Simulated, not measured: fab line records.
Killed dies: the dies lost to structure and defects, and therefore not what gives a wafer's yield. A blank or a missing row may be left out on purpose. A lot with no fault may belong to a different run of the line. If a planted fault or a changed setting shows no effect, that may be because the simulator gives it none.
Matching of chambers    flow n5_finfet    4 sister chambers for N5_BEOL_M3_ETCH_69 on rie_diel-01
The step etches SiARC in CF4, target depth 15.6 nm, time 26 s. 16 wafers are shown with their chamber, then 8 later ones without.

== EACH WAFER AND ITS CHAMBER ==
wafer   chamber  drypump_motor_current_A (A)  throttle_valve_pct (%)  showerhead_plenum_p_Torr (Torr)
L075.1  1        5.2                          15.88                   2.11
L075.2  2        6.1                          15.16                   2.10
L075.3  3        6.4                          15.40                   2.10
L075.4  0        4.7                          15.37                   2.18
L075.5  0        4.8                          15.39                   2.18
L075.6  1        5.2                          15.89                   2.10
L076.2  2        6.1                          15.19                   2.10
L076.3  3        6.4                          15.43                   2.10
L076.4  0        4.7                          15.40                   2.18
L080.3  2        6.1                          15.19                   2.10
L080.4  3        6.4                          15.44                   2.10
L080.5  2        6.1                          15.18                   2.10
L081.2  3        6.4                          15.43                   2.10
L081.3  2        6.1                          15.19                   2.10
L081.5  1        5.2                          15.89                   2.10
L085.1  3        6.4                          15.45                   2.09

SIGNATURES (means of the wafers above)
reading                   chamber 0  chamber 1  chamber 2  chamber 3  scatter within a chamber
drypump_motor_current_A   4.733      5.200      6.100      6.400      0.0236
throttle_valve_pct        15.3867    15.8867    15.1820    15.4300    0.0148
showerhead_plenum_p_Torr  2.1800     2.1033     2.1000     2.0980     0.0035
Rule: a wafer's distance from a chamber is the root of the sum, over the readings, of the square of ((its reading less the chamber's mean) divided by the reading's scatter). The wafer belongs to the nearest chamber; if the next one is less than 2 further off, it can't be placed. How the scatter is found: for the shown wafers, subtract from each reading the mean of its chamber, square and add these, divide the total by (wafers less chambers), then take the root.

== WAFERS WITH NO CHAMBER GIVEN ==
wafer   drypump_motor_current_A (A)  throttle_valve_pct (%)  showerhead_plenum_p_Torr (Torr)
L085.2  4.7                          15.42                   2.17
L085.3  6.1                          15.18                   2.10
L085.4  5.2                          15.94                   2.10
L085.5  6.4                          15.44                   2.09
L085.6  6.1                          15.19                   2.10
L093.3  4.8                          15.44                   2.17
L093.4  6.4                          15.49                   2.09
L093.6  4.7                          15.45                   2.17

== THE CHAMBER EACH PASSED THROUGH ==
wafer   from the rows above  in truth
L085.2  0                    0
L085.3  2                    2
L085.4  1                    1
L085.5  3                    3
L085.6  2                    2
L093.3  0                    0
L093.4  3                    3
L093.6  0                    0
8 of 8 placed correctly. Can't be placed from these rows: 0. 0 placed wrongly.
